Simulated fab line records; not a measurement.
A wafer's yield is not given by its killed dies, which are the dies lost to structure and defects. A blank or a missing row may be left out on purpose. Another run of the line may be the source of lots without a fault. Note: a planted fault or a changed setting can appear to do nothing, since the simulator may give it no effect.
fab line records    flow nandHarc
record: lots: 12  wafers: 36  lastDay: 24
route steps=1159 shown A_BONDPAD@1084 THIN_TSV@1119 END@1159
lots untouched by any fault: they come from a run of this same line in which no faults occurred
startH: hours from the record's opening day to when the first of the lot's shown wafers began    waitH: hours elapsed since this lot's preceding step    " as in the row above    L1.1+2: several wafers, shown together as one row    - either no value or no given start    * or withheld: withheld    < > ~ a bound
route shown NAME@n: NAME is a module with steps in the file, n the number in the route of the first one    usual: average and standard deviation across the fault-free wafers    same: alike in all rows    chamber/n: place in a boat    sites: the reading at each site    _std_site: their standard deviation    _edge_site: mean of outer sites minus mean of inner sites    radiusMm: how far each site lies from the wafer's centre    mask NAME#n: copy n    behind: the most recent tool/chamber to have shaped the wafer    hold: reason for holding the lot/hours on hold/outcome of the hold    device: the n, p or np transistor that did not switch    end of line: tests of these same wafers at the route's end    step lacking rows: just its recipe    killed: not the wafer's yield, but the dies lost to structure and defects at the first sort    map: per-die view of a wafer (x killed, . not killed, _ where there is no die)
set.NAME: the setting that was run; set.NAME@STEP: the one run at that earlier step    model.NAME: the simulator's own value behind a step, which no gauge read
the route's steps for a sample of lots (tables are steps, rows are wafers)
services: from which hour (startH, from the record's first day; less than 0 if before it) a tool's chamber was out of use, for how many hours, and why
== steps ==
step: NHARC_A_BONDPAD_PVD_17
recipe: targetThkA: 50  biasV: 168.6  powerW: 15000  chamberPressurePa: 0.12  timeS: 8.06  substrateTempC: 50  material: TaN
usual: throttleValvePct: 30.1/0.91
lot.wafer  tool           chamber  startH  waitH  throttleValvePct
L947.3     pvdSputter-03  -        -       -      29.6
L947.1     "              -        "       "      30.5
L947.6     "              -        "       "      30.1
L951.1     pvdSputter-03  -        -       -      31.9
L951.4     "              -        "       "      30.6
L951.6     "              -        "       "      31.7
L955.2     pvdSputter-02  -        -       -      29.7
L955.5     "              -        "       "      30.4
L955.6     "              -        "       "      28.7
L959.1     pvdSputter-02  -        -       -      28.8
L959.5     "              -        "       "      30.6
L959.6     "              -        "       "      28.8
L961.2     pvdSputter-03  -        -       -      31.1
L961.5     "              -        "       "      29.8
L961.6     "              -        "       "      31.0
L963.4     pvdSputter-01  -        -       -      30.0
L963.2     "              -        "       "      29.5
L963.6     "              -        "       "      29.7
L962.4     pvdSputter-02  -        -       -      30.7
L962.2     "              -        "       "      30.7
L962.5     "              -        "       "      28.9
L964.4     pvdSputter-01  -        -       -      29.6
L964.2     "              -        "       "      29.4
L964.6     "              -        "       "      29.1
L966.2     pvdSputter-03  -        -       -      29.8
L966.6     "              -        "       "      29.6
L966.5     "              -        "       "      31.2
L965.2     pvdSputter-02  -        -       -      29.4
L965.1     "              -        "       "      30.4
L965.6     "              -        "       "      28.8
L968.1     pvdSputter-01  -        -       -      28.3
L968.4     "              -        "       "      28.8
L968.5     "              -        "       "      28.6
L969.3     pvdSputter-03  -        -       -      30.9
L969.4     "              -        "       "      29.5
L969.6     "              -        "       "      29.8
step: NHARC_THIN_TSV_ETCH_44
recipe: targetDepthA: 15942  timeS: 797.1  cf4FlowSccm: 150  o2FlowSccm: 10  arFlowSccm: 0  rfW: 300  biasW: 800  chemistry: CF4/O2
usual: cf4FlowSccm: 150.0/0.47  drypumpMotorCurrentA: 5.9/0.52  oesProductAu: 0.996/0.017  rfFwdPowerW: 299.7/0.88  rfVppV: 797/3.3  showerheadPlenumPTorr: 1.87/0.053  throttleValvePct: 16.915/0.0096
lot.wafer  tool        chamber  startH  waitH  cf4FlowSccm  drypumpMotorCurrentA  oesProductAu  rfFwdPowerW  rfHoursCounterH  rfVppV  showerheadPlenumPTorr  throttleValvePct
L947.3     rieDiel-11  2        432.94  0.1    150.1        6.5                   1.020         299.4        3                796     1.86                   16.927
L947.1     "           3        "       "      150.0        6.6                   0.964         299.6        4                797     1.88                   16.901
L947.6     "           1        "       "      150.9        5.8                   1.016         300.5        -                799     1.89                   16.900
L951.4     rieDiel-11  3        434.20  0.1    150.6        6.6                   0.975         299.2        4                798     1.88                   16.913
L951.1     "           0        "       "      149.7        4.9                   1.009         299.0        5                801     1.94                   16.920
L951.6     "           3        "       "      150.7        6.6                   0.977         299.6        -                795     1.88                   16.899
L955.2     rieDiel-02  1        478.13  0.2    149.9        5.0                   0.938         264.0        14               797     1.87                   16.925
L955.5     "           3        "       "      149.9        5.5                   0.921         262.4        -                801     1.94                   16.897
L955.6     "           0        "       "      149.8        5.9                   0.942         262.2        -                790     1.75                   16.913
L959.1     rieDiel-02  3        488.33  0.2    149.6        5.5                   0.929         261.4        17               801     1.94                   16.924
L959.5     "           1        "       "      150.4        5.0                   0.930         263.5        -                795     1.87                   16.909
L959.6     "           2        "       "      150.4        6.2                   0.905         264.4        -                796     1.87                   16.906
L961.2     rieDiel-01  1        519.20  0.2    150.4        6.3                   0.993         298.7        1                800     1.94                   16.924
L961.5     "           3        "       "      150.6        5.4                   0.997         300.1        -                793     1.78                   16.928
L961.6     "           0        "       "      149.4        6.0                   0.986         299.7        -                797     1.87                   16.915
L963.2     rieDiel-11  1        525.85  0.1    149.5        5.8                   0.999         300.2        10               799     1.89                   16.914
L963.6     "           3        "       "      150.7        6.6                   0.960         298.8        -                797     1.88                   16.906
L963.4     "           1        "       "      150.0        5.8                   1.002         299.8        -                799     1.89                   16.926
L962.2     rieDiel-01  0        526.92  0.1    150.0        6.0                   1.000         300.5        2                797     1.87                   16.915
L962.4     "           2        "       "      150.8        6.5                   1.001         299.9        2                796     1.86                   16.914
L962.5     "           3        "       "      150.6        5.4                   0.999         299.8        -                791     1.78                   16.923
L964.2     rieDiel-01  3        528.14  0.2    150.1        5.4                   1.002         299.7        3                791     1.78                   16.922
L964.4     "           0        "       "      149.5        6.0                   1.002         299.7        3                796     1.87                   16.903
L964.6     "           2        "       "      150.0        6.5                   1.018         301.8        -                796     1.86                   16.915
L966.2     rieDiel-11  3        542.73  0.2    150.1        6.6                   0.964         299.9        12               797     1.87                   16.918
L966.6     "           2        "       "      149.9        6.5                   1.008         299.4        -                798     1.86                   16.916
L966.5     "           3        "       "      150.4        6.6                   0.962         299.7        -                798     1.87                   16.907
L965.1     rieDiel-01  3        552.02  0.1    150.1        5.4                   0.997         299.5        5                792     1.78                   16.924
L965.2     "           0        "       "      150.4        6.0                   0.976         298.4        4                796     1.87                   16.915
L965.6     "           3        "       "      150.0        5.4                   1.001         299.6        -                791     1.78                   16.917
L969.3     rieDiel-02  1        559.97  0.1    150.5        5.0                   0.993         298.5        6                797     1.87                   16.898
L969.6     "           2        "       "      150.5        6.2                   0.995         300.7        -                798     1.86                   16.917
L969.4     "           3        "       "      149.9        5.5                   0.992         298.9        -                800     1.94                   16.924
L968.4     rieDiel-11  0        561.22  0.1    149.3        4.9                   0.980         299.2        1                801     1.94                   16.920
L968.1     "           2        "       "      150.0        6.5                   0.988         299.0        1                795     1.85                   16.919
L968.5     "           3        "       "      149.5        6.6                   0.976         299.8        -                796     1.87                   16.905
step: NHARC_THIN_TSV_PVD_19
recipe: targetThkA: 200  chamberPressurePa: 5  material: TaN
usual: throttleValvePct: 29.9/0.89
lot.wafer  tool           chamber  startH  waitH  throttleValvePct
L947.1     pvdSputter-03  -        -       -      30.7
L947.3     "              -        "       "      29.0
L947.6     "              -        "       "      30.9
L951.4     pvdSputter-03  -        -       -      30.7
L951.1     "              -        "       "      29.1
L951.6     "              -        "       "      29.9
L955.2     pvdSputter-02  -        -       -      29.0
L955.6     "              -        "       "      30.4
L955.5     "              -        "       "      28.7
L959.1     pvdSputter-03  -        -       -      29.6
L959.5     "              -        "       "      29.7
L959.6     "              -        "       "      32.0
L961.2     pvdSputter-02  -        -       -      29.7
L961.5     "              -        "       "      28.6
L961.6     "              -        "       "      29.4
L963.2     pvdSputter-02  -        -       -      30.3
L963.4     "              -        "       "      28.6
L963.6     "              -        "       "      28.8
L962.2     pvdSputter-01  -        -       -      29.5
L962.4     "              -        "       "      29.1
L962.5     "              -        "       "      29.4
L964.2     pvdSputter-01  -        -       -      29.8
L964.4     "              -        "       "      29.0
L964.6     "              -        "       "      29.1
L966.2     pvdSputter-01  -        -       -      28.7
L966.5     "              -        "       "      29.5
L966.6     "              -        "       "      30.0
L965.2     pvdSputter-02  -        -       -      30.3
L965.1     "              -        "       "      28.8
L965.6     "              -        "       "      30.9
L969.4     pvdSputter-03  -        -       -      29.7
L969.3     "              -        "       "      30.8
L969.6     "              -        "       "      31.9
L968.4     pvdSputter-01  -        -       -      29.8
L968.1     "              -        "       "      28.0
L968.5     "              -        "       "      29.0
step: NHARC_THIN_TSV_ANNEAL_52
recipe: tempC: 225  timeS: 90
usual: wafer_temp_C_max: 225.9/0.32
lot.wafer  tool          chamber  startH  waitH  wafer_temp_C_max
L947.1     rtpAnneal-02  0        436.67  0.5    226.1
L947.3     "             0        "       "      225.7
L947.6     "             0        "       "      226.0
L951.1     rtpAnneal-01  0        437.90  0.6    225.9
L951.4     "             0        "       "      226.0
L951.6     "             0        "       "      225.9
L955.2     rtpAnneal-01  0        481.79  0.7    226.1
L955.5     "             0        "       "      226.0
L955.6     "             0        "       "      225.9
L959.1     rtpAnneal-01  0        492.01  0.6    226.0
L959.5     "             0        "       "      226.0
L959.6     "             0        "       "      226.1
L961.2     rtpAnneal-01  0        523.60  1.0    226.2
L961.5     "             0        "       "      226.1
L961.6     "             0        "       "      226.4
L963.2     rtpAnneal-01  0        529.73  0.6    226.2
L963.4     "             0        "       "      226.3
L963.6     "             0        "       "      226.2
L962.2     rtpAnneal-02  0        530.72  0.6    225.2
L962.4     "             0        "       "      225.8
L962.5     "             0        "       "      225.5
L964.2     rtpAnneal-02  0        531.77  0.6    225.9
L964.4     "             0        "       "      225.9
L964.6     "             0        "       "      226.1
L966.2     rtpAnneal-01  0        547.69  0.6    226.1
L966.5     "             0        "       "      226.2
L966.6     "             0        "       "      226.3
L965.1     rtpAnneal-02  0        555.82  0.5    226.0
L965.2     "             0        "       "      225.9
L965.6     "             0        "       "      226.0
L969.3     rtpAnneal-02  0        563.94  0.5    225.7
L969.4     "             0        "       "      225.7
L969.6     "             0        "       "      225.6
L968.1     rtpAnneal-02  0        564.91  0.6    225.4
L968.4     "             0        "       "      225.5
L968.5     "             0        "       "      225.4
step: NHARC_END_SORT_01
recipe: tempC: 25
usual: defectLimitedYield: 95.7/1.2  killedAtArray: 25/7.8  killedAtOther: 0.6/0.81  killedAtPeriphery: 3.3/2.2  killedDies: 29/8.2  killedOpen: 3.5/1.9  killedShort: 1.8/1.3  sort_bin_2_pct: 1.3/0.5  sort_bin_3_pct: 0.23/0.21  sort_bin_4_pct: 2.8/0.9  sortNPass: 648/8.2  sortRimYieldPct: 94.3/2.8  sortYieldPct: 95.7/1.2
same: grossDies: 677  sort_bin_5_pct[%]: 0  sort_bin_6_pct[%]: 0  sort_bin_7_pct[%]: 0  sort_bin_8_pct[%]: 0  sortRimNGross: 106.00
lot.wafer  tool       chamber  startH  waitH  defectLimitedYield[%]  killedAtArray  killedAtOther  killedAtPeriphery  killedDies  killedOpen  killedShort  sort_bin_2_pct[%]  sort_bin_3_pct[%]  sort_bin_4_pct[%]  sortNPass  sortRimYieldPct[%]  sortYieldPct[%]
L955.6     prober-02  0        502.04  4.0    94.7                   31             2              3                  36          8           1            1.8                0.44               3.1                641        91.5                94.7
L961.2     prober-01  0        539.86  2.8    93.9                   36             0              5                  41          5           0            2.1                0.15               3.8                636        89.6                93.9
L961.5     prober-01  0        542.26  3.7    95.9                   27             0              1                  28          3           2            1.0                0.30               2.8                649        95.3                95.9
L961.6     prober-01  0        543.06  4.0    93.1                   40             1              6                  47          6           2            2.7                0                  4.3                630        91.5                93.1
L963.2     prober-02  0        549.13  2.8    97.5                   15             0              2                  17          6           1            0.9                0.15               1.5                660        97.2                97.5
L963.4     prober-02  0        550.72  3.4    97.5                   13             1              3                  17          2           3            1.0                0.15               1.3                660        100.0               97.5
L963.6     prober-02  0        552.32  4.0    96.9                   20             0              1                  21          5           2            1.0                0.15               1.9                656        98.1                96.9
killed by level:class
L955.6 A_CHANNEL_HOLE_D1:chamberFilmFlake=12 A_SLIT:chamberFilmFlake=4 A_CONTACT:geometricParticle:open=3 A_ZERO_WELL:chamberFilmFlake=3 A_CONTACT:chamberFilmFlake=3 A_CHANNEL_FILL_D1:geometricParticle:open=2 A_CHANNEL_FILL_D1:chamberFilmFlake=2 P_CONTACT:geometricParticle:open=1
L961.2 A_CHANNEL_HOLE_D1:chamberFilmFlake=14 A_SLIT:chamberFilmFlake=8 P_M1:chamberFilmFlake=5 A_CONTACT:geometricParticle:open=4 A_CONTACT:chamberFilmFlake=3 A_ZERO_WELL:chamberFilmFlake=2 A_WL_FILL:chamberFilmFlake=2 A_SGD_CUT:geometricParticle:open=1
L961.5 A_SLIT:chamberFilmFlake=13 A_CHANNEL_HOLE_D1:chamberFilmFlake=8 A_WL_FILL:geometricParticle:short=2 A_CONTACT:chamberFilmFlake=2 P_GATE:geometricParticle:open=1 A_BLC:geometricParticle:open=1 A_M1:geometricParticle:open=1
L961.6 A_CHANNEL_HOLE_D1:chamberFilmFlake=17 A_SLIT:chamberFilmFlake=12 P_M1:chamberFilmFlake=5 A_WL_FILL:geometricParticle:short=2 A_ZERO_WELL:chamberFilmFlake=2 A_CONTACT:chamberFilmFlake=2 P_M1:geometricParticle:open=1 A_CHANNEL_HOLE_D1:geometricParticle:open=1
L963.2 A_CHANNEL_HOLE_D1:chamberFilmFlake=4 A_M0:chamberFilmFlake=4 A_CONTACT:geometricParticle:open=2 A_CONTACT:chamberFilmFlake=2 P_CONTACT:geometricParticle:open=1 P_M0:geometricParticle:open=1 A_WL_FILL:geometricParticle:open=1 A_BLC:geometricParticle:short=1
L963.4 A_CONTACT:chamberFilmFlake=3 A_CHANNEL_HOLE_D1:chamberFilmFlake=3 A_M0:chamberFilmFlake=3 A_CHANNEL_FILL_D1:geometricParticle:short=2 P_CONTACT:chamberFilmFlake=2 P_M0:geometricParticle:open=1 A_BLC:geometricParticle:short=1 STARTING-WAFER:geometricParticle:open=1
L963.6 A_CHANNEL_HOLE_D1:chamberFilmFlake=6 A_ONON_D1:geometricParticle:open=3 A_M0:chamberFilmFlake=3 P_M0:geometricParticle:open=1 A_SGD_CUT:geometricParticle:open=1 A_WL_FILL:geometricParticle:short=1 A_CONTACT:geometricParticle:short=1 A_ZERO_WELL:chamberFilmFlake=1
== services ==
tool           chamber  startH  hours  kind
rieDiel-11     1        390.79  6.4    repair
pvdSputter-02  -        393.79  10.0   pm
rieDiel-11     0        400.00  -      clean
rieDiel-11     1        400.00  -      clean
rieDiel-11     2        400.00  -      clean
rieDiel-11     2        407.00  4.8    repair
rieDiel-11     3        409.89  3.7    repair
rieDiel-11     -        414.90  0.6    repair
rieDiel-11     3        422.95  3.8    repair
rieDiel-11     -        433.26  0.3    repair
rieDiel-11     0        436.57  1.8    repair
rieDiel-01     3        439.60  5.3    repair
rieDiel-11     0        448.48  8.8    repair
pvdSputter-03  -        458.00  10.0   pm
pvdSputter-01  -        474.85  2.0    repair
rieDiel-01     -        491.80  9.0    pm
rieDiel-02     -        504.88  9.0    pm
pvdSputter-03  -        510.81  0.7    repair
pvdSputter-01  -        515.14  10.0   pm
rieDiel-01     0        535.26  5.5    repair
rieDiel-11     -        543.66  9.0    pm
pvdSputter-03  -        548.03  0.8    repair
rieDiel-02     3        552.42  4.7    repair
rieDiel-02     0        552.71  7.3    repair
== key ==
firstSign: step: NHARC_THIN_TSV_ETCH_44  reading: rfFwdPowerW  direction: down  sigmas: 42  usual: *  struck: *
effect: step: NHARC_THIN_TSV_ETCH_44  reading: oesProductAu  direction: down  sigmas: 4  usual: 0.996  struck: 0.928
metAt NHARC_THIN_TSV_ETCH_44
struckLots L955,L959
notActingAt NHARC_A_BONDPAD_PVD_17,NHARC_THIN_TSV_PVD_19,NHARC_THIN_TSV_ANNEAL_52
fault: kind: processParameterDrift  tool: rieDiel-02  chamber: -  onsetH: 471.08  steps: NHARC_THIN_TSV_ETCH_44  channel: rfW  offset: *  shape: step  endH: 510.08  actsIn: *  stated: *
